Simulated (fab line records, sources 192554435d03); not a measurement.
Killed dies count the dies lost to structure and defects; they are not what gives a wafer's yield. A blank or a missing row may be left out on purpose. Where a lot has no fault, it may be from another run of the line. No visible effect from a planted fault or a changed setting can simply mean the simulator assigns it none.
A struck lot beside a sound one :: flow n5 finfet :: 19 out of 1938 route steps
Sound: wafers L636.1, L636.3, L636.4. The struck wafers were L633.2, L633.4, L633.5. The cause comes at the end.
For every step that has rows: the tool of each side, followed by ch and its chambers, followed by its first start. Under that, the readings that differ: sound wafers :: struck wafers :: difference of the means :: sigmas: that difference in standard deviations of wafers without a fault.
alike: words and numbers the same on both sides, and readings whose means are apart by under 2 such deviations; not compared: readings that were withheld, readings missing a value for some wafer, numbers with overlapping values and no deviation given by the record, and bounds like >300 which may hide the same value.
A row with sigmas, a row that says differs or no value, or rows on one side alone: a step with any of these is where the two part. Numbers that don't overlap but have no deviation are shown without sigmas and don't part them. Lack of a reading on every wafer of one side parts them only where that side has two or more wafers.

N5_BEOL_M14_CMP_49: polishes, stops on SiO2, t overpolish 5.2 s, target thk 560 nm.
  sound on cmp-01 ch 0,1,3, day 14 17:27; struck on cmp-01 ch 0,2, day 14 07:40
  alike: barrier field endpoint s, motor current A, overpolish run s, time to endpoint s
N5_BEOL_M14_THK_MEAS_50: measures by xrf.
  struck on film metro-02, day 14 07:56; sound on film metro-02, day 14 17:44
  alike: M14_THK
then, 1 step without rows for these wafers: N5_BEOL_M14_PRE_CLEAN_52 (time 15 s).
N5_BEOL_M14_DEP_53: deposits SiCN from 3MS/NH3, target thk 50 nm, time 17.8 s.
  sound on pecvd-03 ch 0,1,2, day 14 17:49; struck on pecvd-02 ch 0,2, day 14 07:59
  alike: showerhead plenum p Torr, throttle valve pct
N5_BEOL_M14_RS_MEAS_54: the measuring method here is four-point-probe.
  struck on film metro-02, day 14 08:04; sound on film metro-02, day 14 17:52
  alike: M14_RS
N5_BEOL_M14_INSPECT_55: inspects for defects (darkfield).
  struck on defect inspect-01, day 14 08:05; sound on defect inspect-01, day 14 17:54
  alike: raw defect count
N5_BEOL_M15_ILD_DEP_00: deposits SiO2 from TEOS/O2, target thk 1629.3 nm, time 346.1 s.
  sound on pecvd-02 ch 0,1, day 14 17:56; struck on pecvd-04 ch 0,1,2, day 14 08:07
  alike: heater power w, showerhead plenum p Torr, throttle valve pct
N5_BEOL_M15_THK_MEAS_01:
  struck on film metro-02, day 14 08:22; sound on film metro-02, day 14 18:11
  alike: M15_ILD_THK
then, 4 steps without rows for these wafers: N5_BEOL_M15_COAT_58 (time 60 s, resist thk 89 nm); N5_BEOL_M15_COAT_04 (resist thk 800 nm); N5_BEOL_M15_EBR_06; N5_BEOL_M15_SOFTBAKE_05 (time 60 s).
N5_BEOL_M15_EXPOSE_07: exposes mask V14.
  sound on krf scanner-02 ch 0, day 14 18:19; struck on krf scanner-01 ch 0, day 14 08:38
reading: exposure dose mJ cm2
sound: 41.15 41.15 41.21
struck: 39.69 39.71 39.68
difference: -1.48
sigmas: -6
  alike: mask, reticle temp C
then, 3 steps without rows for these wafers: N5_BEOL_M15_PEB_08 (peb time 90 s); N5_BEOL_M15_DEVELOP_09 (develop time 45 s); N5_BEOL_M15_HARDBAKE_14 (time 120 s).
N5_BEOL_M15_CD_MEAS_10: the cd target is 360 nm.
  sound on cd sem-02 ch 0, day 14 18:29; struck on cd sem-02 ch 0, day 14 08:48
reading: cd nm (nm)
sound: 362.8 362.4 363.0
struck: 350.4 351.6 349.2
difference: -12.3
sigmas: -6
N5_BEOL_M15_OVL_MEAS_11:
  sound on overlay-01 ch 0, day 14 18:31; struck on overlay-02 ch 0, day 14 08:50
  alike: V14_OVL
N5_PASSIVATION_PROBE_49:
  the record has rows for the sound wafers here (prober-02, day 15 14:47) and none for the struck ones

WHERE THEY PART
First at N5_BEOL_M15_EXPOSE_07; last, within this record, at N5_PASSIVATION_PROBE_49.

WHY: the cause the simulator had injected
Process parameters drifting: krf scanner-01 at N5_BEOL_M15_EXPOSE_07, beginning at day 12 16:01. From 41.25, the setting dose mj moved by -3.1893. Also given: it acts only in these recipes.
